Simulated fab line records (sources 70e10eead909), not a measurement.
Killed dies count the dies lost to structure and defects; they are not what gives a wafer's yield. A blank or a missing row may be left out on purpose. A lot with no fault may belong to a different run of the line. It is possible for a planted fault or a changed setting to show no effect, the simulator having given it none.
Check of tool commonality -- flow nandHarc -- Sample size 13 lots and 39 wafers

## WHY IT WAS OPENED
At NHARC_END_SORT_01 the reading killedAtArray is flagged on 3 of 13 lots. Fault-free wafers read 56, with a standard deviation of 19.
Rule: a lot is flagged in two cases, either no wafer of it has a number, or all its wafers with numbers fall more than 4 standard deviations from that mean. The rest of the lots are taken to be sound.

lot,measured,on,"killedAtArray, wafer by wafer",flag
L602,day 24 14:05,prober-01,59 46 46,
L603,day 25 09:58,prober-01,26 29 26,
L605,day 25 12:58,prober-02,68 75 59,
L606,day 25 17:46,prober-01,52 39 49,
L610,day 27 15:38,prober-02,26 27 35,
L608,day 27 21:47,prober-02,51 62 64,
L611,day 28 06:38,prober-01,33 25 32,
L613,day 29 12:00,prober-01,38 36 41,
L621,day 31 22:58,prober-02,587 549 575,FLAGGED
L620,day 31 23:44,prober-01,566 553 557,FLAGGED
L622,day 32 21:01,prober-02,594 554 548,FLAGGED
L624,day 33 03:29,prober-01,53 37 50,
L625,day 33 04:50,prober-02,69 75 79,
The mean of the flagged lots' numbers is 565, +509 from the usual (+27 standard deviations).

## LOT BY LOT: THE TOOL USED
The record holds 3 process steps before the reading, out of a route of 1302 steps. Every cell lists first the tool, next ch and the chambers used by the sampled wafers, and last the start.
lot,flag,NHARC_A_CHANNEL_FILL_D2_ALD_03,NHARC_A_STAIRCASE_DEP_156,NHARC_A_STAIRCASE_STRIP_171
L602,,"aldSinBatch-01 ch 0, day 15 10:23 or earlier","pecvd-02 ch 0,1,2, day 15 10:23","plasmaAsher-02 ch 0,1, day 15 11:42"
L603,,"aldSinBatch-02 ch 0, day 16 10:46 or earlier","pecvd-04 ch 1,2, day 16 10:46","plasmaAsher-01 ch 0,1, day 16 12:05"
L605,,"aldSinBatch-01 ch 0, day 16 16:46 or earlier","pecvd-04 ch 1,2, day 16 16:46","plasmaAsher-02 ch 0,1, day 16 18:08"
L606,,"aldSinBatch-01 ch 0, day 17 04:25 or earlier","pecvd-03 ch 0,1,2, day 17 04:25","plasmaAsher-02 ch 0,1, day 17 05:43"
L610,,"aldSinBatch-01 ch 0, day 18 22:41 or earlier","pecvd-03 ch 0,1, day 18 22:41","plasmaAsher-01 ch 0,1, day 19 00:06"
L608,,"aldSinBatch-01 ch 0, day 18 00:54 or earlier","pecvd-04 ch 1,2, day 18 00:54","plasmaAsher-01 ch 0,1, day 18 02:09"
L611,,"aldSinBatch-02 ch 0, day 19 11:35 or earlier","pecvd-03 ch 0,1, day 19 11:35","plasmaAsher-02 ch 0,1, day 19 12:55"
L613,,"aldSinBatch-03 ch 0, day 20 10:49 or earlier","pecvd-03 ch 0,2, day 20 10:49","plasmaAsher-01 ch 0,1, day 20 12:22"
L621,FLAGGED,"aldSinBatch-02 ch 0, day 23 04:13 or earlier","pecvd-02 ch 0,2, day 23 04:13","plasmaAsher-01 ch 0,1, day 23 05:31"
L620,FLAGGED,"aldSinBatch-03 ch 0, day 23 04:15 or earlier","pecvd-04 ch 0,1,2, day 23 04:15","plasmaAsher-02 ch 0, day 23 05:43"
L622,FLAGGED,"aldSinBatch-01 ch 0, day 23 13:13 or earlier","pecvd-02 ch 0,1,2, day 23 13:13","plasmaAsher-01 ch 0,1, day 23 14:34"
L624,,"aldSinBatch-02 ch 0, day 24 12:33 or earlier","pecvd-03 ch 0,2, day 24 12:33","plasmaAsher-01 ch 0,1, day 24 13:52"
L625,,"aldSinBatch-02 ch 0, day 24 17:49 or earlier","pecvd-03 ch 0,1, day 24 17:49","plasmaAsher-02 ch 0, day 24 19:43"
What is done by these steps:
- NHARC_A_CHANNEL_FILL_D2_ALD_03: deposits SiNx, target thk 6 nm, pulse time 60 s, ald cycles 58.
- NHARC_A_STAIRCASE_DEP_156: deposits SiNx, target thk 50 nm.
- NHARC_A_STAIRCASE_STRIP_171: strips in O2.
- NHARC_END_SORT_01

## FLAGGED AGAINST TOTAL, ONE TOOL AT A TIME (gauges that did the reading follow at the end)
step,tool,lots run,flagged,share of the flagged lots,sound lots run after its first flagged lot
NHARC_A_CHANNEL_FILL_D2_ALD_03,aldSinBatch-01,6,1,some,0
NHARC_A_CHANNEL_FILL_D2_ALD_03,aldSinBatch-02,5,1,some,"2 (L624,L625)"
NHARC_A_CHANNEL_FILL_D2_ALD_03,aldSinBatch-03,2,1,some,0
NHARC_A_STAIRCASE_DEP_156,pecvd-02,3,2,some,0
NHARC_A_STAIRCASE_DEP_156,pecvd-03,6,0,none,-
NHARC_A_STAIRCASE_DEP_156,pecvd-04,4,1,some,0
NHARC_A_STAIRCASE_STRIP_171,plasmaAsher-01,7,2,some,1 (L624)
NHARC_A_STAIRCASE_STRIP_171,plasmaAsher-02,6,1,some,1 (L625)
NHARC_END_SORT_01,prober-01,7,1,some,1 (L624)
NHARC_END_SORT_01,prober-02,6,2,some,1 (L625)
With no start given for some of its lots, NHARC_A_CHANNEL_FILL_D2_ALD_03 uses the hours and lot order of NHARC_A_STAIRCASE_DEP_156.

## WHAT THE TABLE PERMITS
No row of the table ran every flagged lot.

## WHAT THE SIMULATOR HAD INSERTED
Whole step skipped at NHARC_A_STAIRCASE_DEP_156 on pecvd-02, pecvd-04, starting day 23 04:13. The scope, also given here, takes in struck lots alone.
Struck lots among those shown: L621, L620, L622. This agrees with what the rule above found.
